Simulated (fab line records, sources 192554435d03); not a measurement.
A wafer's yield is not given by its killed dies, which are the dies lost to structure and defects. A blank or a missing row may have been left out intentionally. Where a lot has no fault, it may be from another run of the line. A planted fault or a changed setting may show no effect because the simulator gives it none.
Which of the tools did it? -- flow n5 finfet -- 36 wafers from 12 lots sampled at 3 of the route's 1938 steps

== WHAT EACH GAUGE READ, for each wafer ==
N5_BEOL_M3_THK_MEAS_53: measures by xrf.
lot,measured,on,M3_THK (nm)
L074,day 7 12:52,film metro-02,43.9 43.6 43.7
L077,day 8 03:25,film metro-01,42.3 43.1 43.0
L079,day 8 14:52,film metro-01,37.6 38.3 40.3
L081,day 9 08:04,film metro-02,38.7 39.9 40.1
L082,day 9 11:49,film metro-01,40.4 41.7 42.4
L085,day 10 06:58,film metro-01,39.5 38.9 40.8
L087,day 10 14:26,film metro-01,40.8 41.7 40.6
L088,day 11 02:44,film metro-02,41.7 40.1 41.4
L092,day 11 20:24,film metro-02,41.7 42.5 43.7
L093,day 12 20:04,film metro-01,37.2 41.3 40.8
L094,day 12 23:09,film metro-02,40.3 43.3 43.0
L097,day 13 00:53,film metro-02,40.8 39.2 40.2

== EACH LOT AND THE TOOL THAT RAN IT (in order: tool; ch and the chambers of the sampled wafers; start) ==
lot,N5_BEOL_M3_ANNEAL_91,N5_BEOL_M3_ANNEAL_93
L074,"pvd sputter-02, day 7 11:23","pvd sputter-02, day 7 11:36"
L077,"pvd sputter-03, day 8 02:03","pvd sputter-03, day 8 02:16"
L079,"pvd sputter-01, day 8 13:16","pvd sputter-01, day 8 13:29"
L081,"pvd sputter-03, day 9 06:41","pvd sputter-03, day 9 06:55"
L082,"pvd sputter-01, day 9 09:56","pvd sputter-01, day 9 10:09"
L085,"pvd sputter-03, day 10 05:26","pvd sputter-03, day 10 05:39"
L087,"pvd sputter-01, day 10 12:38","pvd sputter-01, day 10 12:52"
L088,"pvd sputter-03, day 11 01:17","pvd sputter-03, day 11 01:30"
L092,"pvd sputter-02, day 11 19:01","pvd sputter-02, day 11 19:14"
L093,"pvd sputter-03, day 12 18:41","pvd sputter-03, day 12 18:55"
L094,"pvd sputter-03, day 12 21:47","pvd sputter-03, day 12 22:00"
L097,"pvd sputter-01, day 12 23:26","pvd sputter-01, day 12 23:40"
- N5_BEOL_M3_ANNEAL_91: time 240 s.
- N5_BEOL_M3_ANNEAL_93: time 240 s.

== THE ANSWER, worked out from the rows above alone ==
Rule: what is usual is taken from the lots themselves. Put in order of their means at a reading, lots are off if they are a third of the lots or fewer, leave a main group of 4 or more, and stand apart from it by a gap of 3 or more times the standard deviation of the main group's means; of several such gaps the widest counts. A main group is skipped when, at the precision printed for the reading in the tables above, its means are all equal. Also off: a lot with no number at a reading for which 4 or more lots have one. Where the step has rows for the other lots, those lots are counted as sound.
Across all readings shown, no lot is off: no conclusion can be drawn from this.

== WHAT THE SIMULATOR PUT IN ==
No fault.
